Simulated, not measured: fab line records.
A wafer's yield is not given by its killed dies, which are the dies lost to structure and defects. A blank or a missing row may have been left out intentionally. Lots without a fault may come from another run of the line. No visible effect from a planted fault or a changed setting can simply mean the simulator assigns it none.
Split-lot study | flow n5-finfet | 21 wafers read from 7 lots, route of 1938 steps

== THE SPLIT ITSELF ==
At N5_BEOL_M7_DESCUM_33 (chemistry O2, time 7 s), the setting time-s was moved away from the recipe's 7 s on 6 of the 21 wafers read, by -22.2% to +6.7%. The other wafers ran this setting at the recipe's value.

== FROM SPLIT TO READING: 1 step shown by the file between the two ==
- N5_BEOL_M7_ETCH_72: etches underlayer in N2/H2, target depth 6.5 nm, time 5.2 s

== THE READING ==
CAR-EUV_of_BEOL_M7_COAT_22.thk-nm (the simulator's own value, which no gauge read), in nm, at N5_BEOL_M7_ETCH_65 (etches SiARC in CF4, target depth 15.6 nm, time 26 s). The file gives no usual value for it. The 15 wafers here that ran the recipe average 11.1 nm, standard deviation 0.094 nm.

wafer  | tool, chamber at the split | time-s as run, s | against the recipe | CAR-EUV_of_BEOL_M7_COAT_22.thk-nm, nm | against lot-mates on the recipe
L076.1 | rie-diel-03, 0,1,1         | 7                | recipe             | 11.2                                  | -
L076.3 | rie-diel-03, 0,1,1         | 7                | recipe             | 11                                    | -
L076.5 | rie-diel-03, 0,1,1         | 7                | recipe             | 11                                    | -
L078.3 | rie-diel-04, 1             | 7                | recipe             | 11                                    | -
L078.6 | rie-diel-04, 1             | 7                | recipe             | 11                                    | -
L078.4 | rie-diel-04, 2             | 7                | recipe             | 11.2                                  | -
L077.2 | rie-diel-03, 1             | 7                | recipe             | 11.2                                  | -
L077.3 | rie-diel-03, 0,1           | 5.447            | -22.2%             | 11.8                                  | +0.6
L077.6 | rie-diel-03, 0,1           | 5.447            | -22.2%             | 11.8                                  | +0.6
L080.3 | rie-diel-04, 2             | 7.426            | +6.1%              | 10.8                                  | -0.4
L080.4 | rie-diel-04, 3,0           | 7                | recipe             | 11.2                                  | -
L080.5 | rie-diel-04, 3,0           | 7                | recipe             | 11.2                                  | -
L083.3 | rie-diel-02, 1             | 7.467            | +6.7%              | 11                                    | +0.0
L083.5 | rie-diel-02, 0             | 7.467            | +6.7%              | 11                                    | +0.0
L083.6 | rie-diel-02, 1             | 7                | recipe             | 11                                    | -
L086.1 | rie-diel-03, 0,1           | 7                | recipe             | 11.2                                  | -
L086.5 | rie-diel-03, 0,1           | 7                | recipe             | 11.2                                  | -
L086.3 | rie-diel-03, 1             | 7.444            | +6.3%              | 11                                    | -0.2
L091.1 | rie-diel-03, 3,2           | 7                | recipe             | 11.2                                  | -
L091.3 | rie-diel-03, 3,2           | 7                | recipe             | 11.2                                  | -
L091.4 | rie-diel-03, 1             | 7                | recipe             | 11.2                                  | -
When a row names more than one chamber, that row covers several wafers, and the file does not tell which wafer ran in which chamber.

THE FIT
A straight line over all 21 wafers: CAR-EUV_of_BEOL_M7_COAT_22.thk-nm changes by -0.0297 nm for each +1% of time-s; r = -0.93; the points scatter about the line by 0.094 nm.
The same after taking each lot's own level away (the mean of its wafers on the recipe; 21 wafers): -0.0263 nm for each +1%; r = -0.90; scatter 0.096 nm.
On that fit, the largest move of time-s shifts the reading by 0.58 nm.
From 11.00 to 11.20 nm: that is the span of the lots' own levels, equal to 2.1 times the standard deviation above.
So the slope is not independent of the lot-to-lot level: the two fits are not the same.
Check: for one of the wafers moved furthest among these (-22.2%), held out of the fit, the line's prediction against its lot-mates is +0.578 nm. Against them it came out at +0.6 nm.

== THE WHOLE CHAIN: every reading that the file lists as answering this split, in the file's order ==
step                 | what it does                                                | reading                                                                            | change (the file's fit)                | r (the file's)
N5_BEOL_M7_DESCUM_33 | chemistry O2, time 7 s                                      | CAR-EUV_of_BEOL_M7_COAT_22.thk-nm (the simulator's own value, which no gauge read) | -0.034 nm for each +1% of the setting  | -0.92
N5_BEOL_M7_ETCH_72   | etches underlayer in N2/H2, target depth 6.5 nm, time 5.2 s | CAR-EUV_of_BEOL_M7_COAT_22.thk-nm (the simulator's own value, which no gauge read) | -0.0313 nm for each +1% of the setting | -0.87
N5_BEOL_M7_ETCH_65   | etches SiARC in CF4, target depth 15.6 nm, time 26 s        | CAR-EUV_of_BEOL_M7_COAT_22.thk-nm (the simulator's own value, which no gauge read) | -0.0277 nm for each +1% of the setting | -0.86

== FILE'S OWN FIT ==
CAR-EUV_of_BEOL_M7_COAT_22.thk-nm changes by -0.0277 nm for each +1% of time-s, r = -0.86.
